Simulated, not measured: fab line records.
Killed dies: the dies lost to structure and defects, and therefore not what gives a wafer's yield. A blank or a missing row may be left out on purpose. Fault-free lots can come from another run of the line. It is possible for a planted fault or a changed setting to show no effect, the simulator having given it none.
Matching of chambers | flow n5Finfet | pecvd-01 running N5_FIN_SAQP_HM_DEP_03: 3 sister chambers
The step deposits SiNx from SiH4/NH3/N2, target thk 38 nm, time 33.6 s. 24 wafers are shown with their chamber, then 12 later ones without.

## EACH WAFER AND ITS CHAMBER
wafer  | chamber | throttleValvePct (%) | showerheadPlenumPTorr (Torr) | heaterPowerW (W)
L077.2 | 0       | 40.3                 | 4.98                         | 686
L077.5 | 2       | 34.6                 | 5.10                         | 723
L077.6 | 0       | 40.5                 | 4.99                         | 720
L078.1 | 1       | 39.9                 | 5.09                         | 713
L078.3 | 0       | 40.7                 | 4.98                         | 723
L078.5 | 2       | 35.0                 | 5.11                         | 631
L079.1 | 2       | 34.7                 | 5.11                         | 682
L079.2 | 0       | 40.4                 | 4.98                         | 760
L079.4 | 1       | 40.3                 | 5.09                         | 704
L081.1 | 0       | 40.3                 | 4.97                         | 737
L081.3 | 2       | 34.7                 | 5.09                         | 715
L081.5 | 0       | 40.6                 | 4.98                         | 747
L082.2 | 1       | 40.2                 | 5.08                         | 648
L082.4 | 1       | 40.2                 | 5.10                         | 676
L082.6 | 0       | 40.3                 | 4.98                         | 756
L084.3 | 0       | 40.2                 | 4.98                         | 703
L084.4 | 0       | 40.2                 | 4.99                         | 700
L084.5 | 1       | 40.0                 | 5.09                         | 733
L087.3 | 0       | 40.4                 | 4.98                         | 700
L087.4 | 2       | 34.9                 | 5.10                         | 711
L087.6 | 0       | 40.4                 | 4.98                         | 697
L089.1 | 2       | 34.7                 | 5.12                         | 696
L089.2 | 1       | 40.0                 | 5.08                         | 668
L089.4 | 2       | 34.8                 | 5.10                         | 687

SIGNATURES (means of the wafers above)
reading               | chamber 0 | chamber 1 | chamber 2 | scatter within a chamber
throttleValvePct      | 40.391    | 40.100    | 34.771    | 0.152
showerheadPlenumPTorr | 4.9809    | 5.0883    | 5.1043    | 0.00739
heaterPowerW          | 720.82    | 690.33    | 692.14    | 28.8
Rule: a wafer's distance from a chamber is the root of the sum, over the readings, of the square of ((its reading less the chamber's mean) divided by the reading's scatter). The wafer belongs to the nearest chamber; if the next one is less than 2 further off, it can't be placed. The scatter: the root of (the sum of the squares of (reading less its chamber's mean) over the shown wafers, divided by (wafers less chambers)).

## WAFERS WITH NO CHAMBER GIVEN
wafer  | throttleValvePct (%) | showerheadPlenumPTorr (Torr) | heaterPowerW (W)
L090.3 | 40.4                 | 4.98                         | 755
L090.4 | 40.7                 | 4.97                         | 759
L090.6 | 40.3                 | 5.08                         | 704
L091.1 | 40.1                 | 5.08                         | 652
L091.3 | 40.3                 | 4.99                         | 750
L091.4 | 35.1                 | 5.10                         | 639
L093.2 | 35.1                 | 5.11                         | 609
L093.5 | 35.4                 | 5.11                         | 619
L093.6 | 40.2                 | 4.98                         | 808
L097.1 | 39.8                 | 5.09                         | 611
L097.2 | 40.6                 | 4.99                         | 778
L097.6 | 40.0                 | 5.09                         | 621

## WHICH CHAMBER EACH WENT THROUGH
wafer  | from the rows above | in truth
L090.3 | 0                   | 0
L090.4 | 0                   | 0
L090.6 | 1                   | 1
L091.1 | 1                   | 1
L091.3 | 0                   | 0
L091.4 | 2                   | 2
L093.2 | 2                   | 2
L093.5 | 2                   | 2
L093.6 | 0                   | 0
L097.1 | 1                   | 1
L097.2 | 0                   | 0
L097.6 | 1                   | 1
12 of 12 placed correctly. From these rows, 0 cannot be placed. Wrongly placed: 0.
